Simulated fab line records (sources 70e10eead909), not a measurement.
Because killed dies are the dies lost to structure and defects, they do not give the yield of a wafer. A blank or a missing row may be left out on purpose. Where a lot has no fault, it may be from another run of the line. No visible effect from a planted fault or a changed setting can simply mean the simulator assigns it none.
Matching of chambers | flow nand-harc | NHARC_A_STAIRCASE_ETCH_188 on rie-diel-06 has 4 sister chambers
The step etches the open film in C4F8/O2, target depth 100 nm, time 40.5 s. 4 wafers are shown with their chamber, then 8 later ones without.

WAFERS WITH THEIR CHAMBER
wafer  | chamber | rf-vpp-V (V)
L672.3 | 0       | 894
L678.5 | 1       | 899
L678.6 | 2       | 895
L685.2 | 3       | 891

WAFERS WITH NO CHAMBER GIVEN
wafer  | rf-vpp-V (V)
L685.3 | 898
L685.4 | 898
L686.2 | 894
L686.4 | 889
L686.5 | 898
L688.1 | 890
L688.3 | 895
L688.6 | 895

CHAMBER TAKEN BY EACH
wafer  | from the rows above     | in truth
L685.3 | 1                       | 1
L685.4 | 1                       | 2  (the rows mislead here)
L686.2 | can't be placed: 0 or 2 | 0
L686.4 | 3                       | 3
L686.5 | 1                       | 1
L688.1 | 3                       | 3
L688.3 | can't be placed: 2 or 0 | 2
L688.6 | can't be placed: 2 or 0 | 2
Correct placement for 4 of the 8. From these rows, 3 cannot be placed; in 3 the true chamber is one of the candidates. Placed wrongly: 1.
How it was worked out, from the rows above alone: a wafer's distance from a chamber is the root of the sum, over the readings, of the square of ((its reading less the chamber's mean) divided by the reading's scatter). If the next closest chamber is less than 2 further off than the closest, the wafer can't be placed; otherwise it belongs to the closest. Each chamber's mean is taken over the wafers shown for it. The scatter (one wafer shown for each chamber): square how far every hidden wafer sits from the nearest shown wafer, average those squares and take the square root.
